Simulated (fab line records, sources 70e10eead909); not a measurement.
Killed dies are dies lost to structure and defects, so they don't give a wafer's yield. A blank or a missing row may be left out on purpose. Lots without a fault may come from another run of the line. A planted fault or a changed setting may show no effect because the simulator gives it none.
A struck lot beside a sound one | flow nand_harc | 14 steps out of a route of 1159
Sound: wafers L275.2, L275.4, L275.6. Struck: wafer L281.1. (L281.3, L281.6 of the same lot were not struck and are left out.) The cause comes at the end.
At each step with rows: each side's tool, then ch and its chambers, then its first start. Under that, the readings that differ: sound wafers | struck wafers | difference of the means | sigmas: that difference in standard deviations of wafers without a fault.
alike: readings whose means differ by less than 2 such deviations, and words and numbers that are the same on both sides. not compared: withheld readings, readings that some wafer has no value for, bounds like >300 that may hide the same value, and numbers for which the record gives no deviation and whose values overlap.
The two part at a step that has a row with sigmas, a row that says differs or no value, or rows on one side only. Numbers that don't overlap but have no deviation are shown without sigmas and don't part them. A reading that every wafer of one side lacks parts them only if that side has two wafers or more.

NHARC_A_SOURCE_PLATE_THK_MEAS_09: measures by ellipsometry.
  sound on film_metro-01, day 7 18:39; struck on film_metro-01, day 9 18:02
  alike: thk_nm
then, 3 steps without rows for these wafers: NHARC_A_SOURCE_PLATE_PVD_04 (deposits WSi2, target thk 50 nm); NHARC_A_SOURCE_PLATE_CVD_03 (deposits poly-Si, target thk 200 nm, time 4000 s); NHARC_A_SOURCE_PLATE_ANNEAL_05 (time 1800 s).
NHARC_A_SOURCE_PLATE_THK_MEAS_06: measures by ellipsometry.
  sound on film_metro-01, day 8 10:45; struck on film_metro-01, day 10 10:47
  alike: thk_nm
NHARC_A_SOURCE_PLATE_INSPECT_08:
  sound on defect_inspect-01, day 8 10:50; struck on defect_inspect-02, day 10 10:53
  alike: raw_defect_count
then, 1 step without rows for these wafers: NHARC_A_ONON_D1_DEP_00 (target thk 1000 nm).
NHARC_A_ONON_D1_THK_MEAS_02: measures by ellipsometry.
  sound on film_metro-02, day 8 11:25; struck on film_metro-01, day 10 11:28
  alike: thk_nm
then, 1 step without rows for these wafers: NHARC_A_ONON_D1_DEP_03 (target thk 1000 nm).
NHARC_A_ONON_D1_THK_MEAS_05: measures by ellipsometry.
  sound on film_metro-01, day 8 12:05; struck on film_metro-01, day 10 12:02
  reading     | sound       | struck | difference | sigmas
  thk_nm (nm) | 979 976 976 | 1012   | +35        | +4
NHARC_A_ONON_D1_DEP_06: target thk 1000 nm.
  sound on pecvd_onon-02 ch 0, day 8 12:20; struck on pecvd_onon-02 ch 0, day 10 12:05
NHARC_A_ONON_D1_THK_MEAS_08: measures by ellipsometry.
  sound on film_metro-01, day 8 12:47; struck on film_metro-01, day 10 12:36
  reading     | sound       | struck | difference | sigmas
  thk_nm (nm) | 993 992 992 | 1548   | +556       | +65
then, 1 step without rows for these wafers: NHARC_A_ONON_D1_DEP_09 (target thk 1000 nm).
-- the record jumps here: 12 days lie between the struck wafers' starts before and after (it left off in module A_ONON_D1 and takes up again in module END, whose first step shown is number 1159 of the route) --
NHARC_END_SORT_01:
  the record has rows for the struck wafers here (prober-02 ch 0, day 22 05:51) and none for the sound ones

WHERE THEY PART
First at NHARC_A_ONON_D1_THK_MEAS_05; last, within this record, at NHARC_END_SORT_01.

WHY: what the simulator had put in
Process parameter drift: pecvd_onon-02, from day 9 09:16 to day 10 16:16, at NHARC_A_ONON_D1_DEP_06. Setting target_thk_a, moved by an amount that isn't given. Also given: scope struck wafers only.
